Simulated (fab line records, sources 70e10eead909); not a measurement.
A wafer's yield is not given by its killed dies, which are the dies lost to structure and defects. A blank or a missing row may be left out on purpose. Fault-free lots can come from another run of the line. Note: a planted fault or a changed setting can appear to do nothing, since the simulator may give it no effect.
Which of the tools did it?	flow nand harc	33 wafers from 11 lots sampled at 5 of the route's 1302 steps

## WHAT EACH GAUGE READ, for each wafer
NHARC_END_SORT_01.
lot	measured	on	killed at array
L625	day 30 21:44	prober-01	673 673 674
L626	day 30 08:08	prober-01	667 670 669

## EACH LOT AND THE TOOL THAT RAN IT (in order: tool; ch and the chambers of the sampled wafers; start)
lot	NHARC_A_STAIRCASE_TRIM_16	NHARC_A_STAIRCASE_TRIM_18	NHARC_A_STAIRCASE_ETCH_27	NHARC_A_STAIRCASE_TRIM_200
L612	rie diel-04 ch 0,1, day 16 00:04 or earlier	rie diel-04 ch 0,1, day 16 00:04 or earlier	rie diel-04 ch 0,2,3, day 16 00:04 or earlier	rie diel-11 ch 2,3, day 16 00:04
L615	rie diel-11 ch 1,2, day 17 19:19 or earlier	rie diel-11 ch 1,2,3, day 17 19:19 or earlier	rie diel-11 ch 2,3, day 17 19:19 or earlier	rie diel-03 ch 2,3, day 17 19:19
L616	rie diel-11 ch 1,2,3, day 18 13:29 or earlier	rie diel-11 ch 1,2,3, day 18 13:29 or earlier	rie diel-11 ch 1,2,3, day 18 13:29 or earlier	rie diel-11 ch 0,2,3, day 18 13:29
L617	rie diel-03 ch 1,3, day 18 13:41 or earlier	rie diel-03 ch 1,3, day 18 13:41 or earlier	rie diel-03 ch 1,2,3, day 18 13:41 or earlier	rie diel-04 ch 0,1, day 18 13:41
L618	rie diel-04 ch 0,2,3, day 18 21:27 or earlier	rie diel-04 ch 0,1,3, day 18 21:27 or earlier	rie diel-03 ch 0,1,2, day 18 21:27 or earlier	rie diel-03 ch 0,2,3, day 18 21:27
L620	rie diel-11 ch 2,3, day 20 08:11 or earlier	rie diel-11 ch 1,2, day 20 08:11 or earlier	rie diel-11 ch 1,2,3, day 20 08:11 or earlier	rie diel-04 ch 0,3, day 20 08:11
L625	rie diel-04 ch 0,1,2, day 21 20:13 or earlier	rie diel-04 ch 0,1,2, day 21 20:13 or earlier	rie diel-04 ch 0,1,3, day 21 20:13 or earlier	rie diel-11 ch 1,2,3, day 21 20:13
L626	rie diel-03 ch 0,1,2, day 21 20:32 or earlier	rie diel-03 ch 0,1,2, day 21 20:32 or earlier	rie diel-11 ch 0,1,2, day 21 20:32 or earlier	rie diel-03 ch 1,2,3, day 21 20:32
L627	rie diel-04 ch 1,2,3, day 22 09:43 or earlier	rie diel-04 ch 0,1,2, day 22 09:43 or earlier	rie diel-11 ch 0,1,2, day 22 09:43 or earlier	rie diel-11 ch 0,2,3, day 22 09:43
L628	rie diel-11 ch 0,2,3, day 23 01:37 or earlier	rie diel-11 ch 0,2,3, day 23 01:37 or earlier	rie diel-03 ch 0,1,2, day 23 01:37 or earlier	rie diel-03 ch 1,2,3, day 23 01:37
L631	rie diel-03 ch 0,3, day 24 16:44 or earlier	rie diel-03 ch 0,1, day 24 16:44 or earlier	rie diel-03 ch 0,1, day 24 16:44 or earlier	rie diel-03 ch 0,1,2, day 24 16:44
- NHARC_A_STAIRCASE_TRIM_16: chemistry O2, time 211.2 s.
- NHARC_A_STAIRCASE_TRIM_18: chemistry O2, time 211.2 s.
- NHARC_A_STAIRCASE_ETCH_27: etches the open film in C4F8/O2, target depth 100 nm, time 40.5 s.
- NHARC_A_STAIRCASE_TRIM_200: chemistry O2, time 211.2 s.

## THE ANSWER, worked out from the rows above alone
Rule: the usual values come from the lots themselves. The widest of any qualifying gaps counts: lots, ordered by their means at a reading, are off when they make up no more than a third of the lots, leave a main group of 4 or more, and stand apart from it by 3 or more times the standard deviation of that group's means. The tables above print the reading to a certain number of digits; a main group whose means all agree to those digits is not used. Also off: a lot with no number at a reading for which 4 or more lots have one. The other lots that the step has rows for count as sound.
Across all readings shown, no lot is off: no conclusion can be drawn from this.

## WHAT HAD BEEN PUT IN BY THE SIMULATOR
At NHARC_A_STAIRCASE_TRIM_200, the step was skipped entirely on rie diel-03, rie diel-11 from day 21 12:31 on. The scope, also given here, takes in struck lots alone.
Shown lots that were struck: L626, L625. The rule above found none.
